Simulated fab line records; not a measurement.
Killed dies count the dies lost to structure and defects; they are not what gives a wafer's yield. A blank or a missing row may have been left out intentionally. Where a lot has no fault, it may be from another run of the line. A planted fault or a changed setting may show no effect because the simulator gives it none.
fab line records	flow n5_finfet	part 2 of 2: steps 5 to 6 of 6
[record] lots = 23	wafers = 69	last_day = 17
route steps=1938 shown MOL_CONTACT_COAG@562
lots that met no fault: from a run of the same line without faults
start_h: hours from the record's opening day to when the first of the lot's shown wafers began	wait_h: hours elapsed since this lot's preceding step	" as in the row above	L1.1+2: several wafers, shown together as one row	- no value present, or no start provided	* or withheld: withheld	< > ~ a bound
route shown NAME@n: a module of which the file shows steps, and the number in the route of the first	usual: the fault-free wafers' mean and standard deviation	same: alike in all rows	chamber/n: place in a boat	sites: readings site by site	_std_site: standard deviation across them	_edge_site: inner sites' mean taken away from outer sites' mean	radius_mm: for every site, how far away it sits from the centre of the wafer	mask NAME#n: copy n	behind: the tool/chamber that last shaped the wafer	hold: cause of the lot's hold/its duration in hours/its outcome	device: the n, p or np transistor that did not switch	end of line: at the end of the route, the tests of the same wafers	for a step that has no rows: nothing shown but its recipe	killed: dies lost to structure and defects at the first sort, not the wafer's yield	map: the dies of a wafer, with x for killed, . for not killed, _ for no die there
set.NAME: the setting the step ran with; set.NAME@STEP: the setting that earlier step ran with	model.NAME: the simulator's own value behind a step, which no gauge read
one table for each step of the route and one row for each wafer, over a sample of lots
services: from which hour (start_h, from the record's first day; less than 0 if before it) a tool's chamber was out of use, for how many hours, and why
[[steps]]
[step N5_MOL_CONTACT_COAG_STRIP_96]
[recipe] chemistry = N2/H2	power_w = 500	temp_c = 40	pressure_mtorr = 50	rf_frequency_hz = 6e+07	overash_fraction = 0.3	bias_power_w = 28	h2_frac = 0.5	n2_flow_sccm = 300	h2_flow_sccm = 300
[usual] bias_power_w = 28.02/0.09	drypump_motor_current_A = 5.8/0.43	oes_product_au = 0.80/0.096	power_w = 499.8/1.6	rf_vpp_V = 121.9/1.3	showerhead_plenum_p_Torr = 3.36/0.1	throttle_valve_pct = 18.9/0.31
lot.wafer	tool	chamber	start_h	wait_h	bias_power_w	drypump_motor_current_A	oes_product_au	power_w	rf_hours_counter_h	rf_vpp_V	showerhead_plenum_p_Torr	throttle_valve_pct
L075.2	rie_diel-03	0	104.63	0.0	27.87	5.8	0.68	499.9	247	120.5	3.31	19.6
L075.5	"	3	"	"	28.02	6.1	0.91	501.2	-	122.3	3.42	18.8
L075.6	"	0	"	"	27.95	5.8	0.68	499.2	-	120.6	3.31	19.6
L076.3	rie_diel-04	0	114.10	0.0	28.17	5.5	0.97	500.4	7	121.9	3.56	18.3
L076.4	"	3	"	"	28.04	5.6	0.86	497.9	42	121.9	3.28	19.0
L076.5	"	1	"	"	28.05	5.7	0.77	499.2	-	122.7	3.49	19.2
L077.3	rie_diel-02	1	119.38	0.0	28.03	5.6	0.69	501.3	213	119.4	3.18	18.6
L077.5	"	2	"	"	27.98	5.9	0.75	497.5	-	121.5	3.25	19.2
L077.6	"	1	"	"	27.87	5.6	0.69	500.3	-	120.6	3.19	18.5
L078.2	rie_diel-03	3	127.15	0.0	28.02	6.1	0.89	500.8	38	122.7	3.41	18.8
L078.3	"	2	"	"	28.13	4.8	0.69	498.1	252	120.8	3.30	18.9
L078.4	"	0	"	"	27.98	5.8	0.66	499.7	-	121.6	3.30	19.6
L079.1	rie_diel-03	0	131.49	0.0	27.98	5.8	0.66	496.0	261	122.7	3.30	19.6
L079.3	"	3	"	"	28.05	6.1	0.89	496.0	41	120.4	3.41	18.8
L079.4	"	2	"	"	28.06	4.8	0.68	502.6	-	120.4	3.29	18.9
L080.2	rie_diel-02	2	138.43	0.0	27.94	5.9	0.75	499.9	155	122.0	3.25	19.2
L080.4	"	3	"	"	28.13	6.3	0.73	501.7	185	123.7	3.48	18.7
L080.6	"	0	"	"	27.88	5.9	0.92	499.1	-	122.1	3.41	18.8
L081.2	rie_diel-04	2	144.48	0.0	28.13	6.3	0.72	499.7	227	121.8	3.32	19.1
L081.5	"	3	"	"	28.16	5.6	0.84	499.1	-	120.7	3.27	19.0
L081.6	"	2	"	"	28.19	6.3	0.71	499.3	-	123.8	3.32	19.0
L082.1	rie_diel-03	2	153.17	0.0	28.12	4.8	0.68	499.2	266	124.1	3.29	18.9
L082.4	"	3	"	"	28.09	6.1	0.87	502.1	-	121.8	3.41	18.8
L082.5	"	2	"	"	28.07	4.8	0.68	499.6	-	122.0	3.29	18.9
L083.1	rie_diel-02	0	159.64	0.0	28.03	5.9	0.89	501.3	46	123.8	3.40	18.8
L083.4	"	1	"	"	27.97	5.6	0.68	499.6	231	120.2	3.18	18.6
L083.6	"	0	"	"	28.12	5.9	0.90	497.4	-	124.3	3.40	18.9
L084.1	rie_diel-02	0	165.92	0.0	28.11	5.9	0.90	501.8	48	122.4	3.40	18.8
L084.3	"	2	"	"	28.06	5.9	0.74	499.2	165	120.4	3.24	19.3
L084.4	"	1	"	"	28.07	5.6	0.67	502.7	232	120.5	3.17	18.6
L085.3	rie_diel-04	3	170.73	0.0	27.99	5.5	0.83	500.3	56	121.6	3.27	19.0
L085.5	"	3	"	"	28.02	5.5	0.83	502.1	-	122.8	3.27	19.0
L085.6	"	2	"	"	28.01	6.3	0.71	501.9	-	119.7	3.31	19.1
L086.1	rie_diel-02	0	174.74	0.0	27.99	5.9	0.90	497.7	51	123.7	3.40	18.8
L086.2	"	1	"	"	28.07	5.6	0.68	500.9	236	121.4	3.17	18.6
L086.4	"	2	"	"	28.01	5.9	0.74	500.1	169	120.2	3.24	19.3
L087.1	rie_diel-03	1	178.22	0.0	28.03	6.3	0.88	501.6	18	123.2	3.44	19.0
L087.3	"	3	"	"	28.01	6.1	0.83	499.5	63	122.6	3.40	18.8
L087.6	"	0	"	"	28.00	5.8	0.96	499.3	-	123.0	3.30	19.2
L088.1	rie_diel-02	2	189.72	0.0	27.91	5.9	0.73	496.4	174	118.3	3.24	19.3
L088.2	"	0	"	"	27.88	5.9	0.89	498.6	55	122.0	3.40	18.9
L088.4	"	1	"	"	28.10	5.6	0.67	500.0	241	121.0	3.17	18.6
L089.1	rie_diel-04	0	190.94	0.0	28.07	5.5	0.90	498.4	27	123.9	3.54	18.3
L089.2	"	1	"	"	27.87	5.7	0.75	500.4	180	123.9	3.48	19.3
L089.4	"	3	"	"	27.89	5.5	0.82	496.6	63	121.8	3.27	19.0
L090.3	rie_diel-04	3	201.81	0.0	28.03	5.5	0.81	501.3	67	122.5	3.26	19.0
L090.4	"	1	"	"	28.03	5.7	0.75	501.5	184	121.1	3.48	19.3
L090.6	"	2	"	"	28.01	6.3	0.71	499.6	-	122.7	3.31	19.1
L091.2	rie_diel-03	0	202.07	0.0	27.84	5.8	0.94	501.1	14	121.4	3.29	19.3
L091.3	"	2	"	"	28.10	4.8	0.94	498.7	5	122.3	3.28	18.4
L091.5	"	2	"	"	28.10	4.8	0.94	499.3	-	120.5	3.28	18.5
L092.2	rie_diel-03	0	209.55	0.0	28.15	5.7	0.93	498.7	17	121.6	3.29	19.2
L092.3	"	2	"	"	27.99	4.8	0.93	500.1	7	122.3	3.28	18.5
L092.4	"	3	"	"	28.03	6.1	0.84	499.3	74	119.6	3.39	18.9
L093.4	rie_diel-03	2	215.92	0.0	28.06	4.8	0.92	501.5	8	121.9	3.28	18.4
L093.5	"	1	"	"	28.04	6.3	0.86	499.5	-	121.1	3.43	19.0
L093.6	"	2	"	"	27.95	4.8	0.92	502.7	-	120.9	3.28	18.5
L094.1	rie_diel-03	3	223.62	0.0	28.02	6.1	0.82	502.1	78	121.7	3.39	18.8
L094.3	"	1	"	"	27.97	6.3	0.86	500.8	33	124.1	3.43	19.0
L094.5	"	3	"	"	27.88	6.1	0.83	500.0	-	123.2	3.39	18.9
L095.3	rie_diel-02	3	225.91	0.1	28.09	6.3	0.71	500.4	-	122.4	3.47	18.8
L095.4	"	0	"	"	28.10	5.9	0.86	499.0	-	123.8	3.39	18.9
L095.5	"	0	"	"	28.06	5.9	0.87	500.3	-	120.2	3.39	18.9
L096.3	rie_diel-02	0	233.76	0.0	27.91	6.0	0.86	498.8	73	122.0	3.39	18.9
L096.5	"	3	"	"	28.05	6.3	0.69	502.2	-	122.5	3.47	18.8
L096.6	"	2	"	"	27.97	5.9	0.73	498.9	-	120.1	3.23	19.3
L097.1	rie_diel-02	0	240.21	0.0	27.99	5.9	0.86	499.2	78	123.2	3.38	18.9
L097.3	"	3	"	"	27.85	6.3	0.70	497.4	225	123.5	3.46	18.8
L097.5	"	3	"	"	27.85	6.3	0.69	499.1	-	123.2	3.46	18.8
[step N5_MOL_CONTACT_COAG_CD_MEAS_137]
[recipe] target_cd_nm = 16
[usual] cd_nm = 16.0/0.32
lot.wafer	tool	chamber	start_h	wait_h	cd_nm
L075.2	cd_sem-01	-	104.90	0.0	15.9
L075.5	"	-	"	"	15.9
L075.6	"	-	"	"	16.4
L076.3	cd_sem-01	-	114.37	0.0	16.0
L076.4	"	-	"	"	16.2
L076.5	"	-	"	"	16.5
L077.3	cd_sem-01	-	119.65	0.0	16.1
L077.5	"	-	"	"	15.5
L077.6	"	-	"	"	16.1
L078.2	cd_sem-01	-	127.42	0.0	16.6
L078.3	"	-	"	"	16.1
L078.4	"	-	"	"	15.4
L079.1	cd_sem-03	-	131.76	0.0	15.9
L079.3	"	-	"	"	16.2
L079.4	"	-	"	"	16.2
L080.2	cd_sem-02	-	138.74	0.0	16.4
L080.4	"	-	"	"	15.6
L080.6	"	-	"	"	16.3
L081.2	cd_sem-01	-	144.75	0.0	15.7
L081.5	"	-	"	"	15.4
L081.6	"	-	"	"	16.0
L082.1	cd_sem-01	-	153.47	0.0	16.1
L082.4	"	-	"	"	16.4
L082.5	"	-	"	"	16.3
L083.1	cd_sem-02	-	159.91	0.0	15.2
L083.4	"	-	"	"	15.5
L083.6	"	-	"	"	15.3
L084.1	cd_sem-03	-	166.22	0.0	15.6
L084.3	"	-	"	"	15.9
L084.4	"	-	"	"	15.9
L085.3	cd_sem-02	-	171.01	0.0	16.2
L085.5	"	-	"	"	16.2
L085.6	"	-	"	"	15.6
L086.1	cd_sem-03	-	175.01	0.0	16.2
L086.2	"	-	"	"	16.1
L086.4	"	-	"	"	15.9
L087.1	cd_sem-02	-	178.48	0.0	15.6
L087.3	"	-	"	"	16.1
L087.6	"	-	"	"	16.2
L088.1	cd_sem-03	-	190.03	0.0	16.1
L088.2	"	-	"	"	16.0
L088.4	"	-	"	"	16.0
L089.1	cd_sem-01	-	191.20	0.0	15.9
L089.2	"	-	"	"	15.8
L089.4	"	-	"	"	16.1
L090.3	cd_sem-01	-	202.12	0.0	16.1
L090.4	"	-	"	"	16.2
L090.6	"	-	"	"	15.6
L091.2	cd_sem-03	-	202.34	0.0	16.0
L091.3	"	-	"	"	15.8
L091.5	"	-	"	"	15.4
L092.2	cd_sem-01	-	209.86	0.0	15.7
L092.3	"	-	"	"	15.7
L092.4	"	-	"	"	16.3
L093.4	cd_sem-01	-	216.20	0.0	15.8
L093.5	"	-	"	"	16.0
L093.6	"	-	"	"	16.0
L094.1	cd_sem-03	-	223.88	0.0	15.7
L094.3	"	-	"	"	16.3
L094.5	"	-	"	"	16.4
L095.3	cd_sem-03	-	226.21	0.0	15.5
L095.4	"	-	"	"	16.2
L095.5	"	-	"	"	16.0
L096.3	cd_sem-02	-	234.03	0.0	15.8
L096.5	"	-	"	"	15.5
L096.6	"	-	"	"	15.8
L097.1	cd_sem-03	-	240.49	0.0	15.7
L097.3	"	-	"	"	15.9
L097.5	"	-	"	"	15.8
[[services]]
tool	chamber	start_h	hours	kind
ald_sin-02	0	83.17	1.5	repair
rie_diel-02	0	91.45	11.1	repair
rie_diel-02	3	99.64	9.0	repair
rie_diel-03	1	103.52	-	clean
rie_diel-03	1	103.52	-	consumable_replace:esc
rie_diel-03	1	103.52	-	consumable_replace:focus_ring
rie_diel-03	1	103.52	35.4	scheduled_down
rie_diel-03	1	103.52	35.4	vent_cycle
rie_diel-02	3	117.67	8.6	repair
rie_diel-04	-	122.84	15.6	pm
ald_sin-02	2	123.87	4.4	repair
rie_diel-03	0	138.96	-	clean
rie_diel-03	0	138.96	-	consumable_replace:focus_ring
ald_sin-04	-	176.97	14.0	pm
ald_sin-01	2	178.59	52.7	repair
rie_diel-03	-	212.07	0.1	repair
ald_sin-04	3	218.88	6.2	repair
rie_diel-02	1	219.16	-	clean
rie_diel-02	1	219.16	-	consumable_replace:focus_ring
rie_diel-02	1	219.16	-	consumable_replace:showerhead
rie_diel-02	1	219.16	21.4	scheduled_down
rie_diel-02	1	219.16	21.4	vent_cycle
rie_diel-03	-	223.88	15.6	pm
rie_diel-04	3	238.86	7.2	repair
